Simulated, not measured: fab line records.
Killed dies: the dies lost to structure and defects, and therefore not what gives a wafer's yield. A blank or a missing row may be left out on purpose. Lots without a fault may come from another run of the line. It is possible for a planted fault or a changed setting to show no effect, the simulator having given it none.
A struck lot beside a sound one || flow n5 finfet || 17 out of 1938 route steps
Sound: the wafers L225.3, L225.4, L225.6. Wafers struck: L232.1, L232.2, L232.5. At the end, the cause is stated.
For every step that has rows: the tool of each side, followed by ch and its chambers, followed by its first start. Under that, the readings that differ: sound wafers || struck wafers || difference of the means || sigmas: that difference in standard deviations of wafers without a fault.
alike: readings whose means differ by less than 2 such deviations, and words and numbers that are the same on both sides. not compared: withheld readings, readings that some wafer has no value for, bounds like >300 that may hide the same value, and numbers for which the record gives no deviation and whose values overlap.
A row with sigmas, a row that says differs or no value, or rows on one side alone: a step with any of these is where the two part. Non-overlapping numbers with no deviation appear without sigmas and do not part them. A reading missing from all wafers of one side parts the sides only when that side holds two or more wafers.

first, 8 steps without rows for these wafers: N5_BEOL_M13_COAT_58 (time 60 s, resist thk 89 nm); N5_BEOL_M13_COAT_04 (resist thk 400 nm); N5_BEOL_M13_EBR_06; N5_BEOL_M13_SOFTBAKE_05 (time 60 s); N5_BEOL_M13_EXPOSE_07 (exposes mask V12); N5_BEOL_M13_PEB_08 (peb time 90 s); N5_BEOL_M13_DEVELOP_09 (develop time 45 s); N5_BEOL_M13_HARDBAKE_14 (time 120 s).
N5_BEOL_M13_CD_MEAS_10: target cd 190 nm.
  sound on cd sem-01 ch 0, day 13 08:34; struck on cd sem-02 ch 0, day 15 04:26
  alike: cd nm
N5_BEOL_M13_OVL_MEAS_11:
  sound on overlay-02 ch 0, day 13 08:36; struck on overlay-02 ch 0, day 15 04:28
  alike: V12_OVL
N5_BEOL_M13_INSPECT_12: inspects for defects (macro).
  sound on defect inspect-02 at day 13 08:38; struck on defect inspect-02 at day 15 04:29
  alike: raw defect count
N5_BEOL_M13_DESCUM_15: chemistry O2, time 7.9 s.
  sound on rie diel-03 ch 1,2,3, day 13 08:42; struck on rie diel-01 ch 1,2,3, day 15 04:32
  alike: drypump motor current A, oes product au, rf vpp V, showerhead plenum p Torr, throttle valve pct
  not compared: rf hours counter h
N5_BEOL_M13_ETCH_59: etches BARC in N2/H2, target depth 89 nm, overetch 26.7 nm, time 67.9 s.
  sound on rie diel-03 ch 1,2,3, day 13 08:44; struck on rie diel-01 ch 1,2,3, day 15 04:34
  no value came back on the struck wafers for any of 8 readings (bias w (W), chamber pressure mTorr (mTorr) and others); on the sound wafers bias w (W) reads 149.7 149.2 150.0
{"reading": "model.coat_of_BEOL_M13_COAT_04.thk nm (nm)", "sound": "321.8 315.2 317.2", "struck": "382.8 382.2 383.2", "difference": "+64.7", "sigmas": ""}
  not compared: rf hours counter h
N5_BEOL_M13_VIA_ETCH_16: etches SiOC in C4F8/O2/Ar, target depth 921.7 nm.
  sound on rie diel-03 ch 1,2,3, day 13 08:47; struck on rie diel-01 ch 1,2,3, day 15 04:37
{"reading": "model.coat_of_BEOL_M13_COAT_04.thk nm (nm)", "sound": "81.6 68.2 70", "struck": "137.6 138.2 135.4", "difference": "+63.8", "sigmas": ""}
  alike: C4F8_flow_sccm, O2_flow_sccm, drypump motor current A, mfc ar sccm, oes product au, rf vpp V, showerhead plenum p Torr, throttle valve pct
N5_BEOL_M13_STRIP_63: strips in N2/H2.
  sound on plasma asher-01 ch 0,1, day 13 09:02; struck on plasma asher-01 ch 0,1, day 15 04:51
{"reading": "oes product au (a.u.)", "sound": "0.676 0.670 0.676", "struck": "0.694 0.702 0.704", "difference": "+0.026", "sigmas": "+5"}
{"reading": "strip time to endpoint s (s)", "sound": "31.1 27.2 27.6", "struck": "46.4 46.6 45.8", "difference": "+17.6", "sigmas": "+15"}
  alike: drypump motor current A, heater power w, n2 flow sccm
  not compared: rf hours counter h
N5_BEOL_M13_STRIP_64: strips in N2/H2.
  sound on plasma asher-01 ch 0,1, day 13 09:06; struck on plasma asher-01 ch 0,1, day 15 04:55
  alike: drypump motor current A, heater power w, n2 flow sccm, oes product au, strip time to endpoint s
  not compared: rf hours counter h
N5_PASSIVATION_PROBE_49:
  rows exist in the record for the struck wafers here (prober-01, day 16 09:22), but not for the sound ones

## WHERE THEY PART
Earliest at N5_BEOL_M13_ETCH_59; latest, in this record, at N5_PASSIVATION_PROBE_49.

WHY: what the simulator had put in
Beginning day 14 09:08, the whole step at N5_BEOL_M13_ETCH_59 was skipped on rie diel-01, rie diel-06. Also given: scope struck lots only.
